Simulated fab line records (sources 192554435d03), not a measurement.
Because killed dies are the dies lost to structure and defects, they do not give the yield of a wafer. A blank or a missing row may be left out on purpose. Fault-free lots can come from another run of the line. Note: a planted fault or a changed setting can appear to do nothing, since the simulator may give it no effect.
Matching of chambers	flow n5 finfet	ald metal-01 running N5_HKMG_FIN_ALD_91: 4 sister chambers
The step deposits TiN, target thk 1 nm, pulse time 1 s, purge time 3 s. 8 wafers are shown with their chamber, then 7 later ones without.

WAFERS PAIRED WITH THEIR CHAMBERS
wafer	chamber	heater power w (W)	precursor pulse height rel
L077.2	0	1072	1.014
L077.3	2	691	0.998
L079.5	2	728	1.005
L081.2	0	1076	1.012
L081.3	1	847	1.004
L081.4	3	896	0.994
L085.3	1	816	1.002
L085.5	3	915	1.005

WAFERS MISSING THEIR CHAMBER
wafer	heater power w (W)	precursor pulse height rel
L085.6	1094	1.023
L090.1	713	0.987
L090.4	1073	0.984
L090.5	1087	1.031
L094.2	821	0.966
L094.3	896	1.006
L094.4	1099	0.999

CHAMBER TAKEN BY EACH
wafer	from the rows above	in truth
L085.6	0	0
L090.1	2	2
L090.4	0	0
L090.5	0	0
L094.2	can't be placed: 1 or 3 or 2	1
L094.3	3	3
L094.4	0	0
6 of 7 placed correctly. Unplaceable from these rows: 1, with the true chamber sitting among the candidates in 1. Wrongly placed: 0.
How it was worked out, from the rows above alone: a wafer's distance from a chamber is the root of the sum, over the readings, of the square of ((its reading less the chamber's mean) divided by the reading's scatter). The wafer belongs to the nearest chamber; if the next one is less than 2 further off, it can't be placed. The mean given for a chamber averages the wafers shown for that chamber. The scatter: take each reading less its chamber's mean, square it, sum over the shown wafers, divide by the number of wafers less the number of chambers, and take the root.
